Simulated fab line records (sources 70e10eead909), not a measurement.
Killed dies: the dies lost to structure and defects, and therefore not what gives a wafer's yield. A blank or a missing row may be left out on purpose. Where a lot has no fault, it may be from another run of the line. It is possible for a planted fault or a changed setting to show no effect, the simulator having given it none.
Matching of chambers / flow nand_harc / NHARC_P_GATE_DESCUM_31 on rie_diel-06: 4 sister chambers
The step chemistry O2, time 3 s. 8 wafers are shown with their chamber, then 8 later ones without.

## WAFERS WITH THEIR CHAMBER
wafer=L922.2; chamber=0; showerhead_plenum_p_Torr (Torr)=1.78; oes_product_au (a.u.)=0.990
wafer=L924.6; chamber=2; showerhead_plenum_p_Torr (Torr)=2.06; oes_product_au (a.u.)=1.000
wafer=L927.1; chamber=2; showerhead_plenum_p_Torr (Torr)=2.06; oes_product_au (a.u.)=1.004
wafer=L933.2; chamber=0; showerhead_plenum_p_Torr (Torr)=1.77; oes_product_au (a.u.)=0.994
wafer=L933.6; chamber=3; showerhead_plenum_p_Torr (Torr)=1.90; oes_product_au (a.u.)=0.993
wafer=L936.1; chamber=3; showerhead_plenum_p_Torr (Torr)=1.90; oes_product_au (a.u.)=0.997
wafer=L936.5; chamber=1; showerhead_plenum_p_Torr (Torr)=1.93; oes_product_au (a.u.)=0.987
wafer=L939.3; chamber=1; showerhead_plenum_p_Torr (Torr)=1.93; oes_product_au (a.u.)=0.989

## WAFERS MISSING THEIR CHAMBER
wafer=L939.4; showerhead_plenum_p_Torr (Torr)=2.05; oes_product_au (a.u.)=1.014
wafer=L939.5; showerhead_plenum_p_Torr (Torr)=1.93; oes_product_au (a.u.)=1.003
wafer=L940.2; showerhead_plenum_p_Torr (Torr)=1.90; oes_product_au (a.u.)=0.997
wafer=L940.3; showerhead_plenum_p_Torr (Torr)=1.93; oes_product_au (a.u.)=0.999
wafer=L940.5; showerhead_plenum_p_Torr (Torr)=1.77; oes_product_au (a.u.)=0.991
wafer=L941.1; showerhead_plenum_p_Torr (Torr)=1.93; oes_product_au (a.u.)=0.995
wafer=L941.4; showerhead_plenum_p_Torr (Torr)=1.90; oes_product_au (a.u.)=0.991
wafer=L941.6; showerhead_plenum_p_Torr (Torr)=1.90; oes_product_au (a.u.)=0.992

## EACH ONE'S CHAMBER
wafer=L939.4; from the rows above=2; in truth=2
wafer=L939.5; from the rows above=1; in truth=1
wafer=L940.2; from the rows above=3; in truth=3
wafer=L940.3; from the rows above=1; in truth=1
wafer=L940.5; from the rows above=0; in truth=0
wafer=L941.1; from the rows above=1; in truth=1
wafer=L941.4; from the rows above=3; in truth=3
wafer=L941.6; from the rows above=3; in truth=3
Correctly placed: 8 of 8. Left unplaced by these rows: 0. Number placed wrongly: 0.
How it was worked out, from the rows above alone: a wafer's distance from a chamber is the root of the sum, over the readings, of the square of ((its reading less the chamber's mean) divided by the reading's scatter). If the next closest chamber is less than 2 further off than the closest, the wafer can't be placed; otherwise it belongs to the closest. A chamber's mean is the mean of its shown wafers. How the scatter is found: for the shown wafers, subtract from each reading the mean of its chamber, square and add these, divide the total by (wafers less chambers), then take the root.
